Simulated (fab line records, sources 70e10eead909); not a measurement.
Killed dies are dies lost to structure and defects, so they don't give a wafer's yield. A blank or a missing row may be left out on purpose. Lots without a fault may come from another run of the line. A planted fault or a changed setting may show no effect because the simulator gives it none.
Chamber matching | flow nand_harc | NHARC_A_STAIRCASE_DEP_280 on pecvd-03: 3 sister chambers
The step deposits SiON, target thk 30 nm. 30 wafers are shown with their chamber, then 12 later ones without.

WAFERS WITH THEIR CHAMBER
wafer  | chamber | heater_power_w (W) | susceptor_temp_C (C)
L074.2 | 2       | 762                | 399.86
L074.5 | 0       | 627                | 400.09
L074.6 | 2       | 756                | 399.62
L075.1 | 0       | 667                | 399.91
L075.3 | 2       | 765                | 399.92
L075.5 | 1       | 662                | 399.75
L076.2 | 1       | 755                | 399.74
L076.4 | 0       | 618                | 399.58
L076.5 | 1       | 774                | 400.08
L077.2 | 2       | 739                | 400.26
L077.3 | 1       | 749                | 399.87
L077.6 | 0       | 667                | 400.16
L078.1 | 0       | 589                | 400.00
L078.2 | 1       | 698                | 400.03
L078.3 | 2       | 686                | 400.04
L080.1 | 0       | 664                | 400.29
L080.4 | 1       | 711                | 400.15
L080.6 | 0       | 668                | 400.16
L082.2 | 1       | 655                | 400.25
L082.3 | 2       | 800                | 399.98
L082.5 | 2       | 806                | 400.09
L083.1 | 1       | 725                | 400.32
L083.2 | 0       | 622                | 399.96
L083.3 | 2       | 752                | 400.40
L084.3 | 2       | 783                | 400.06
L084.4 | 0       | 610                | 400.04
L084.5 | 2       | 809                | 399.61
L086.2 | 2       | 811                | 399.82
L086.3 | 1       | 638                | 400.13
L086.5 | 0       | 689                | 400.14

SIGNATURES (means of the wafers above)
reading          | chamber 0 | chamber 1 | chamber 2 | scatter within a chamber
heater_power_w   | 642.10    | 707.44    | 769.91    | 39.6
susceptor_temp_C | 400.0330  | 400.0356  | 399.9691  | 0.217
Rule: a wafer's distance from a chamber is the root of the sum, over the readings, of the square of ((its reading less the chamber's mean) divided by the reading's scatter). The wafer belongs to the nearest chamber; if the next one is less than 2 further off, it can't be placed. The scatter: the root of (the sum of the squares of (reading less its chamber's mean) over the shown wafers, divided by (wafers less chambers)).

WAFERS WITHOUT THEIR CHAMBER
wafer  | heater_power_w (W) | susceptor_temp_C (C)
L088.1 | 704                | 399.89
L088.4 | 675                | 399.84
L088.5 | 802                | 399.89
L091.2 | 733                | 399.81
L091.4 | 800                | 399.88
L091.5 | 611                | 399.89
L093.1 | 648                | 399.99
L093.2 | 820                | 400.08
L093.4 | 646                | 400.15
L094.2 | 702                | 400.28
L094.4 | 746                | 400.14
L094.5 | 691                | 400.01

WHICH CHAMBER EACH WENT THROUGH
wafer  | from the rows above          | in truth
L088.1 | can't be placed: 1 or 0 or 2 | 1
L088.4 | can't be placed: 0 or 1 or 2 | 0
L088.5 | can't be placed: 2 or 1      | 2
L091.2 | can't be placed: 2 or 1 or 0 | 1
L091.4 | can't be placed: 2 or 1      | 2
L091.5 | can't be placed: 0 or 1      | 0
L093.1 | can't be placed: 0 or 1      | 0
L093.2 | can't be placed: 2 or 1      | 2
L093.4 | can't be placed: 0 or 1      | 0
L094.2 | can't be placed: 1 or 0 or 2 | 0
L094.4 | can't be placed: 2 or 1 or 0 | 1
L094.5 | can't be placed: 1 or 0 or 2 | 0
Placed correctly: 0 of 12. Can't be placed from these rows: 12 (the true chamber is among the candidates in 12). Placed wrongly: 0.
